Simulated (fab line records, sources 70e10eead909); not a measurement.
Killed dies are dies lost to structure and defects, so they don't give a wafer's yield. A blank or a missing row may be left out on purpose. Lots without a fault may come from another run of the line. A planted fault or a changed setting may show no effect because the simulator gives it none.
fab line records | flow nand_harc
record lots=6 wafers=14 last_day=24
route steps=1159 shown P_M2@332 END@1159
lots that met no fault: from a run of the same line without faults
start_h: hours from the record's first day to the start of the lot's first wafer shown | wait_h: hours since the lot's step before | " the same as in the row above | L1.1+2: a row that stands for several wafers | - no value, or no start given | * or withheld: withheld | < > ~ a bound
route shown NAME@n: a module of which the file shows steps, and the number in the route of the first | usual: mean/standard deviation of fault-free wafers | same: alike in all rows | chamber/n: place in a boat | sites: the reading at each site | _std_site: their standard deviation | _edge_site: outer sites' mean less inner sites' | radius_mm: how far each site lies from the wafer's centre | mask NAME#n: copy n | behind: the tool/chamber that last shaped the wafer | hold: why the lot was held/for how many hours/how that ended | device: the transistor (n, p or np) that didn't switch | end of line: the same wafers' tests at the end of the route | a step without rows: its recipe alone | killed: dies lost to structure and defects at the first sort, not the wafer's yield | map: a wafer's dies, x killed, . not, _ none there
set.NAME: the setting as run; set.NAME@STEP: as run at that earlier step | model.NAME: the simulator's own value behind a step, which no gauge read
lots at some steps of the route; a table a step, a row a wafer
services: from which hour (start_h, from the record's first day; less than 0 if before it) a tool's chamber was out of use, for how many hours, and why
## steps
# step NHARC_P_M2_ETCH_35
# recipe target_depth_a=400 overetch_a=120 time_s=43.94 ion_energy_ev=200 n2_flow_sccm=150 h2_flow_sccm=150 ar_flow_sccm=0 rf_w=400 bias_w=150 chemistry=N2/H2
# step NHARC_P_M2_ETCH_15
# recipe target_depth_a=1825 time_s=91.2 c4f8_flow_sccm=withheld ar_flow_sccm=400 rf_w=600 bias_w=300 chemistry=C4F8/Ar
# step NHARC_P_M2_CD_MEAS_16
# usual cd_nm=169.5/0.77
# columns lot.wafer tool chamber start_h wait_h cd_nm
L475.1 cd_sem-02 - 150.80 - 169.2
L476.4 cd_sem-02 - 156.27 - 169.8
L484.1 cd_sem-03 - 200.66 - 168.6
L484.2 " - " " 169.0
L484.6 " - " " 169.9
L486.1 cd_sem-02 - 217.42 - 168.5
L486.2 " - " " 168.1
L486.5 " - " " 169.6
L489.2 cd_sem-02 - 227.57 - 169.4
L489.3 " - " " 168.8
L489.6 " - " " 168.9
L492.1 cd_sem-03 - 246.36 - 170.2
L492.3 " - " " 171.0
L492.4 " - " " 169.2
# step NHARC_P_M2_STRIP_18
# recipe power_w=1000 n2_flow_sccm=150 h2_flow_sccm=150 ar_flow_sccm=0 bias_w=0 chemistry=N2/H2
# usual drypump_motor_current_A=5.8/0.44 oes_product_au=0.993/0.011 rf_vpp_V=90.7/1.1 showerhead_plenum_p_Torr=2.04/0.12 throttle_valve_pct=14.172/0.01
# columns lot.wafer tool chamber start_h wait_h drypump_motor_current_A oes_product_au rf_hours_counter_h rf_vpp_V showerhead_plenum_p_Torr throttle_valve_pct
L475.1 rie_diel-04 2 150.90 0.1 5.9 1.002 1 90.2 1.91 14.155
L476.4 rie_diel-04 0 156.41 0.1 5.2 1.000 2 90.4 1.91 14.158
L484.1 rie_diel-07 2 200.75 0.1 6.8 1.013 30 93.0 2.14 14.173
L484.2 " 0 " " 6.0 1.002 22 90.8 2.03 14.161
L484.6 " 2 " " 6.8 1.010 - 91.9 2.14 14.167
L486.1 rie_diel-04 2 217.52 0.1 5.9 1.006 4 91.0 1.91 14.176
L486.2 " 3 " " 6.3 0.987 4 94.1 2.20 14.182
L486.5 " 1 " " 5.7 0.981 - 90.6 2.08 14.184
L489.3 rie_diel-04 3 227.64 0.1 6.3 0.979 4 91.4 2.20 14.158
L489.2 " 1 " " 5.7 0.993 4 89.8 2.08 14.173
L489.6 " 3 " " 6.3 0.978 - 90.8 2.20 14.179
L492.1 rie_diel-04 1 246.46 0.1 5.8 0.986 5 90.2 2.08 14.164
L492.3 " 2 " " 5.9 0.991 5 90.2 1.91 14.185
L492.4 " 3 " " 6.3 0.995 5 90.1 2.20 14.174
# step NHARC_P_M2_ETCH_28
# recipe target_depth_a=300 over_etch_frac=0.3 time_s=72.99 ion_energy_ev=150 cf4_flow_sccm=50 n2_flow_sccm=100 ar_flow_sccm=150 rf_w=300 bias_w=100 chemistry=CF4/N2
# usual drypump_motor_current_A=5.8/0.43 oes_product_au=0.994/0.0093 rf_vpp_V=314.2/2.6 showerhead_plenum_p_Torr=2.63/0.14 throttle_valve_pct=19.794/0.0092
# columns lot.wafer tool chamber start_h wait_h drypump_motor_current_A oes_product_au rf_hours_counter_h rf_vpp_V showerhead_plenum_p_Torr throttle_valve_pct
L475.1 rie_diel-04 2 - - 5.9 1.000 1 311.5 2.47 19.803
L476.4 rie_diel-04 0 - - 5.3 0.993 2 310.8 2.47 19.794
L484.2 rie_diel-07 3 - - 5.0 0.997 24 318.0 2.80 19.791
L484.1 " 1 " " 6.1 1.014 24 315.6 2.71 19.790
L484.6 " 0 " " 6.0 0.999 - 313.6 2.61 19.786
L486.1 rie_diel-04 2 - - 5.9 0.999 4 310.2 2.47 19.803
L486.2 " 0 " " 5.3 1.000 4 310.4 2.47 19.796
L486.5 " 1 " " 5.7 0.982 - 314.8 2.67 19.806
L489.2 rie_diel-04 1 - - 5.7 0.995 4 316.8 2.67 19.797
L489.3 " 0 " " 5.2 0.993 4 309.8 2.46 19.799
L489.6 " 1 " " 5.7 0.990 - 314.7 2.67 19.794
L492.4 rie_diel-04 0 - - 5.2 1.000 5 310.6 2.46 19.800
L492.3 " 1 " " 5.8 0.989 5 315.2 2.67 19.784
L492.1 " 3 " " 6.4 0.990 5 317.1 2.81 19.797
# step NHARC_P_M2_STRIP_19
# recipe time_s=600 temp_c=30 chemistry=post_etch_residue_remover
# step NHARC_P_M2_DEGAS_29
# recipe temp_c=250 time_s=60
# step NHARC_P_M2_PRE_CLEAN_30
# recipe time_s=30 temp_c=280 gas=H2/He
# usual heater_power_w=433/45
# columns lot.wafer tool chamber start_h wait_h heater_power_w
L475.1 pvd_sputter-03 - - - 452
L476.4 pvd_sputter-02 - - - 447
L484.2 pvd_sputter-01 - - - 459
L484.1 " - " " 424
L484.6 " - " " 473
L486.1 pvd_sputter-01 - - - 472
L486.2 " - " " 476
L486.5 " - " " 436
L489.2 pvd_sputter-02 - - - 373
L489.3 " - " " 375
L489.6 " - " " 437
L492.1 pvd_sputter-03 - - - 442
L492.4 " - " " 403
L492.3 " - " " 555
# step NHARC_P_M2_PVD_20
# recipe target_thk_a=50 bias_v=168.6 power_w=15000 chamber_pressure_pa=0.12 time_s=8.06 substrate_temp_c=50 material=TaN
# usual throttle_valve_pct=30.8/1.2
# columns lot.wafer tool chamber start_h wait_h throttle_valve_pct
L475.1 pvd_sputter-03 - - - 31.4
L476.4 pvd_sputter-02 - - - 30.9
L484.2 pvd_sputter-01 - - - 32.2
L484.1 " - " " 32.5
L484.6 " - " " 29.4
L486.2 pvd_sputter-01 - - - 29.1
L486.1 " - " " 32.2
L486.5 " - " " 29.5
L489.2 pvd_sputter-02 - - - 31.5
L489.3 " - " " 30.1
L489.6 " - " " 31.4
L492.1 pvd_sputter-03 - - - 29.9
L492.3 " - " " 30.1
L492.4 " - " " 31.6
# step NHARC_P_M2_PVD_21
# recipe target_thk_a=300 chamber_pressure_pa=5 power_w=5000 substrate_temp_c=30 time_s=20.49 material=Cu
# usual throttle_valve_pct=30.8/1.2
# columns lot.wafer tool chamber start_h wait_h throttle_valve_pct
L475.1 pvd_sputter-03 - - - 29.6
L476.4 pvd_sputter-02 - - - 31.4
L484.2 pvd_sputter-01 - - - 31.9
L484.1 " - " " 29.1
L484.6 " - " " 32.1
L486.2 pvd_sputter-01 - - - 29.5
L486.1 " - " " 32.4
L486.5 " - " " 29.3
L489.3 pvd_sputter-02 - - - 30.5
L489.2 " - " " 31.4
L489.6 " - " " 30.5
L492.1 pvd_sputter-03 - - - 29.9
L492.4 " - " " 29.9
L492.3 " - " " 31.5
# step NHARC_P_M2_ECD_22
# recipe target_thk_a=4000 bath_temp_c=25 material=Cu
# step NHARC_P_M2_ANNEAL_31
# recipe temp_c=225 time_s=90
# step NHARC_P_M2_CMP_23
# recipe t_overpolish_s=20 target_thk_nm=144.3
# usual motor_current_A=12.0/0.96 retaining_ring_pressure_frac=1.000/0.0051 time_to_endpoint_s=29/3.2
# columns lot.wafer tool chamber start_h wait_h motor_current_A retaining_ring_pressure_frac time_to_endpoint_s
L475.1 cmp-04 1 152.64 - 13.9 0.995 15
L476.4 cmp-04 1 158.17 - 13.1 1.006 13
L484.2 cmp-03 0 202.55 - 11.1 1.006 29
L484.1 " 1 " " 10.0 1.007 31
L484.6 " 2 " " 12.1 1.000 33
L486.2 cmp-01 2 219.22 - 12.8 1.003 29
L486.1 " 3 " " 13.3 1.005 27
L486.5 " 2 " " 13.7 0.998 30
L489.2 cmp-04 1 229.40 - 13.5 0.989 26
L489.3 " 3 " " 12.0 0.997 25
L489.6 " 2 " " 12.3 1.003 29
L492.1 cmp-01 2 248.16 - 13.3 0.994 34
L492.4 " 3 " " 12.4 0.995 33
L492.3 " 1 " " 12.9 0.996 30
# step NHARC_P_M2_THK_MEAS_24
# recipe thk_meas_gauge=xrf
# usual thk_nm=144.0/1.5
# columns lot.wafer tool chamber start_h wait_h hold thk_nm
L475.1 film_metro-02 - 152.93 - await_dispo/0.2h/release 133.1
L475.1 film_metro-02 - 153.10 0.2 - 135.5
L476.4 film_metro-01 - 158.41 - await_dispo/0.2h/release 135.0
L476.4 film_metro-01 - 158.58 0.2 - 137.2
L484.1 film_metro-01 - 202.81 - - 143.2
L484.2 " - " " - 142.9
L484.6 " - " " - 145.0
L486.1 film_metro-02 - 219.53 - - 142.5
L486.2 " - " " - 143.7
L486.5 " - " " - 141.9
L489.2 film_metro-02 - 229.72 - - 143.8
L489.3 " - " " - 142.1
L489.6 " - " " - 142.7
L492.1 film_metro-01 - 248.48 - - 144.0
L492.3 " - " " - 144.9
L492.4 " - " " - 144.0
# step NHARC_END_SORT_01
# recipe temp_c=25
# usual defect_limited_yield=95.2/1.6 killed_at_array=29/11 killed_at_other=0.7/1.1 killed_at_periphery=3.1/2 killed_dies=33/11 killed_open=3.5/1.8 killed_short=2.0/1.4 sort_bin_2_pct=1.5/0.6 sort_bin_3_pct=0.24/0.19 sort_bin_4_pct=3.1/1.1 sort_n_pass=644/11 sort_rim_yield_pct=96.5/2.3 sort_yield_pct=95.2/1.6
# same gross_dies=677 sort_bin_5_pct[%]=0 sort_bin_6_pct[%]=0 sort_bin_7_pct[%]=0 sort_bin_8_pct[%]=0 sort_rim_n_gross=106.00
# columns lot.wafer tool chamber start_h wait_h defect_limited_yield[%] killed_at_array killed_at_other killed_at_periphery killed_dies killed_open killed_short sort_bin_2_pct[%] sort_bin_3_pct[%] sort_bin_4_pct[%] sort_n_pass sort_rim_yield_pct[%] sort_yield_pct[%]
L476.4 prober-01 0 490.40 3.4 97.2 11 3 5 19 5 2 0.6 0 2.2 658 99.1 97.2
L475.1 prober-01 0 500.08 2.5 95.1 33 0 0 33 1 0 1.8 0.15 3.0 644 96.2 95.1
L484.1 prober-02 0 518.19 2.5 95.3 31 0 1 32 4 3 1.6 0.30 2.8 645 100.0 95.3
L484.2 prober-02 0 518.99 2.8 95.4 25 1 5 31 5 3 1.8 0 2.8 646 96.2 95.4
L484.6 prober-02 0 522.21 4.0 95.3 29 0 3 32 8 2 1.3 0 3.4 645 93.4 95.3
L486.1 prober-01 0 538.78 2.5 95.7 29 0 0 29 0 1 1.0 0.15 3.1 648 99.1 95.7
L486.2 prober-01 0 539.59 2.8 94.5 34 2 1 37 2 1 0.7 0.30 4.4 640 94.3 94.5
L486.5 prober-01 0 542.01 3.7 96.5 22 1 1 24 1 1 1.3 0.44 1.8 653 95.3 96.5
L492.1 prober-02 0 553.80 2.5 95.3 27 3 2 32 3 3 1.0 0.59 3.1 645 97.2 95.3
L492.3 prober-02 0 555.38 3.1 95.1 27 2 4 33 5 4 1.3 0 3.5 644 98.1 95.1
L492.4 prober-02 0 556.17 3.4 96.8 17 3 2 22 4 1 1.6 0.15 1.5 655 94.3 96.8
# killed by level:class
L476.4 P_M1:chamber_film_flake=3 A_CHANNEL_HOLE_D1:chamber_film_flake=3 THIN_TSV:chamber_film_flake=3 A_CONTACT:geometric_particle:open=2 A_STAIRCASE:chamber_film_flake=2 P_M0:geometric_particle:open=1 A_CHANNEL_FILL_D1:geometric_particle:short=1 A_WL_FILL:geometric_particle:short=1
L475.1 A_CHANNEL_HOLE_D1:chamber_film_flake=17 A_SLIT:chamber_film_flake=11 A_CONTACT:chamber_film_flake=2 A_M0:geometric_particle:open=1 A_CHANNEL_FILL_D1:chamber_film_flake=1 A_BONDPAD:chamber_film_flake=1
L484.1 A_SLIT:chamber_film_flake=12 A_CHANNEL_HOLE_D1:chamber_film_flake=5 A_STAIRCASE:chamber_film_flake=5 A_WL_FILL:geometric_particle:short=2 A_WL_FILL:chamber_film_flake=2 A_ONON_D1:geometric_particle:short=1 A_CHANNEL_FILL_D1:geometric_particle:open=1 A_SLIT:geometric_particle:open=1
L484.2 A_SLIT:chamber_film_flake=10 A_CHANNEL_HOLE_D1:chamber_film_flake=6 A_STAIRCASE:chamber_film_flake=5 A_ONON_D1:geometric_particle:open=2 P_ZERO_WELL:chamber_film_flake=2 P_GATE:geometric_particle:open=1 P_M0:geometric_particle:open=1 P_M1:geometric_particle:open=1
L484.6 A_SLIT:chamber_film_flake=12 A_CHANNEL_FILL_D1:geometric_particle:open=4 A_STAIRCASE:chamber_film_flake=4 A_CHANNEL_HOLE_D1:chamber_film_flake=3 P_M0:geometric_particle:open=2 A_WL_FILL:chamber_film_flake=2 P_CONTACT:geometric_particle:open=1 A_ONON_D1:geometric_particle:open=1
L486.1 A_SLIT:chamber_film_flake=17 A_STAIRCASE:chamber_film_flake=4 A_CONTACT:chamber_film_flake=4 A_CHANNEL_HOLE_D1:chamber_film_flake=3 A_CHANNEL_FILL_D1:geometric_particle:short=1
L486.2 A_SLIT:chamber_film_flake=16 A_CHANNEL_HOLE_D1:chamber_film_flake=9 A_STAIRCASE:chamber_film_flake=5 A_CONTACT:chamber_film_flake=2 THIN_TSV:chamber_film_flake=2 P_STI:geometric_particle:open=1 A_CONTACT:geometric_particle:open=1 A_M1:geometric_particle:short=1
L486.5 A_SLIT:chamber_film_flake=6 A_STAIRCASE:chamber_film_flake=6 A_CONTACT:chamber_film_flake=5 A_CHANNEL_HOLE_D1:chamber_film_flake=4 P_M2:geometric_particle:open=1 A_SGD_CUT:geometric_particle:short=1 THIN_TSV:chamber_film_flake=1
L492.1 A_CHANNEL_HOLE_D1:chamber_film_flake=11 A_CONTACT:chamber_film_flake=4 A_STAIRCASE:chamber_film_flake=3 THIN_TSV:chamber_film_flake=3 A_CONTACT:geometric_particle:open=2 A_SOURCE_PLATE:geometric_particle:short=1 A_ONON_D1:geometric_particle:short=1 A_CHANNEL_FILL_D1:geometric_particle:open=1
L492.3 A_CONTACT:chamber_film_flake=9 A_STAIRCASE:chamber_film_flake=6 A_CHANNEL_HOLE_D1:chamber_film_flake=5 A_ONON_D1:geometric_particle:open=2 THIN_TSV:chamber_film_flake=2 P_CONTACT:geometric_particle:short=1 P_M0:geometric_particle:short=1 P_M2:geometric_particle:open=1
L492.4 A_STAIRCASE:chamber_film_flake=9 THIN_TSV:chamber_film_flake=3 A_CHANNEL_HOLE_D1:chamber_film_flake=2 A_CONTACT:chamber_film_flake=2 P_CONTACT:geometric_particle:short=1 P_M0:geometric_particle:open=1 A_ONON_D1:geometric_particle:open=1 A_CHANNEL_FILL_D1:geometric_particle:open=1
## services
# columns tool chamber start_h hours kind
cmp-03 - 137.83 0.9 repair
rie_diel-04 0 145.40 - clean
rie_diel-04 1 145.40 - clean
rie_diel-04 2 145.40 - clean
rie_diel-04 3 145.40 - clean
cmp-01 - 156.02 1.3 repair
cmp-03 - 156.09 4.0 pm
pvd_sputter-01 - 158.05 10.0 pm
rie_diel-07 1 164.41 13.7 repair
rie_diel-07 3 168.86 7.2 repair
rie_diel-04 0 169.90 - clean
rie_diel-04 1 169.90 - clean
rie_diel-04 2 169.90 - clean
pvd_sputter-03 - 178.15 4.8 repair
rie_diel-04 - 180.16 0.8 repair
cmp-01 - 180.98 4.0 pm
rie_diel-07 0 182.79 13.6 repair
cmp-01 - 199.57 4.5 repair
cmp-04 - 208.49 4.0 pm
pvd_sputter-02 - 214.00 10.0 pm
rie_diel-07 - 228.52 9.0 pm
pvd_sputter-02 - 229.43 5.2 repair
cmp-04 - 242.11 0.2 repair
rie_diel-07 - 246.38 1.0 repair
## key
first_sign step=NHARC_P_M2_CMP_23 reading=time_to_endpoint_s direction=down sigmas=4.6 usual=* struck=*
effect step=NHARC_P_M2_THK_MEAS_24 reading=visit direction=added
effect step=NHARC_P_M2_THK_MEAS_24 reading=thk_nm direction=down sigmas=6.6 usual=144.0 struck=134.0
met_at NHARC_P_M2_CMP_23
struck_wafers L475.1,L476.4
fault kind=process_parameter_drift tool=cmp-04 chamber=1 onset_h=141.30 steps=NHARC_P_M2_CMP_23 channel=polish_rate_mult offset=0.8 shape=step end_h=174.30
